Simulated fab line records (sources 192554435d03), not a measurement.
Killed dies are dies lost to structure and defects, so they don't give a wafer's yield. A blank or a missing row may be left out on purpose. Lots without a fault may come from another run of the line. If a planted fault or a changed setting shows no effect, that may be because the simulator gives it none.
Code-filled problem report in 8D (eight disciplines) form + flow n5 finfet + the parts of the form that need people (team, actions taken, sign-off) are left out

== 1. WHAT WENT WRONG ==
Mean of run length s at N5_BEOL_M3_ETCH_70: 185.5 s across 4 wafers in 3 lots; on wafers with no fault it is 143.4 s (standard deviation 0.33). So: +99 or more standard deviations from the usual mean.
The step: etches SOC in N2/H2, target depth 80 nm, overetch 16 nm, time 120 s.
Seen first at day 10 10:30 on rie diel-06, wafer L596.6. Wafers with a number at this step in the record: 26, from 9 lots. Rule for "out", or "out of limits": more than 4 standard deviations from the usual mean. The rest of the wafers with a number are treated as sound.

== 2. WHAT IT IS, AND WHAT IT ISN'T ==
| question                    | is                             | is not                                                                                                          |
|-----------------------------|--------------------------------|-----------------------------------------------------------------------------------------------------------------|
| which readings at this step | run length s                   | chamber pressure mTorr, drypump motor current A, rf vpp V, showerhead plenum p Torr, temp c, throttle valve pct |
| which lots                  | L596, L597, L603               | L589, L590, L592, L606, L608, L609                                                                              |
| which wafers of those lots  | L596.6, L597.1, L597.6, L603.6 | L596.2, L596.5, L597.3, L603.2                                                                                  |
| read on which tools         | rie diel-06                    | rie diel-01, rie diel-04                                                                                        |
| when                        | from day 10 10:30              | up to then (11 sound wafers); but 11 sound wafers of L597, L603, L606, L608, L609 came after                    |

== 3. SUSPECTS, AND WHAT RULES EACH OUT ==
Counting: any tool at a process step up to the reading remains a suspect provided it ran every lot that is out. Sound lots after the first of them don't rule it out here, since some wafers of a struck lot are sound.
- rie diel-06 at N5_BEOL_M3_ETCH_70 (etches SOC in N2/H2, target depth 80 nm, overetch 16 nm, time 120 s): kept. It processed each lot that is out (first: L596, day 10 10:30); up to then, its last sound lot is L592 (day 9 06:47). Its own readings are out on those wafers: run length s.
Left after counting: rie diel-06 at N5_BEOL_M3_ETCH_70.

== 4. THE CAUSE (what the simulator had put in) ==
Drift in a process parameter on rie diel-06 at N5_BEOL_M3_ETCH_70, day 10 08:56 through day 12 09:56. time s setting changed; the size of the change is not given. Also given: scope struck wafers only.
After counting, this tool was the only one left.

== 5. THE EFFECT CHAIN, in route order ==
Rows list readings where the struck wafers' mean (over those with a number) sits beyond 3 standard deviations from the usual. Only readings for which the record gives a usual standard deviation are gone through. hours: the time from each lot's start at the first step in this table that gives one to its start at this step, as a median over the lots. sigmas: the change in usual standard deviations.
| hours | step               | reading      | usual   | on struck wafers | change | sigmas      |
|-------|--------------------|--------------|---------|------------------|--------|-------------|
| 0     | N5_BEOL_M3_ETCH_70 | run length s | 143.4 s | 185.5            | +42.1  | +99 or more |
Here are the process steps it includes:
- N5_BEOL_M3_ETCH_70: etches SOC in N2/H2, target depth 80 nm, overetch 16 nm, time 120 s.
Later steps that measure or inspect, where all struck wafers having a row at the step show a number for every such reading and not one has moved that far: N5_BEOL_M4_RC_MEAS_101.

== 6. HOW IT WOULD HAVE BEEN CAUGHT EARLIER ==
2 hours passed between the start of the fault at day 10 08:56 and the first reading out of limits in this record, taken at day 10 10:30.
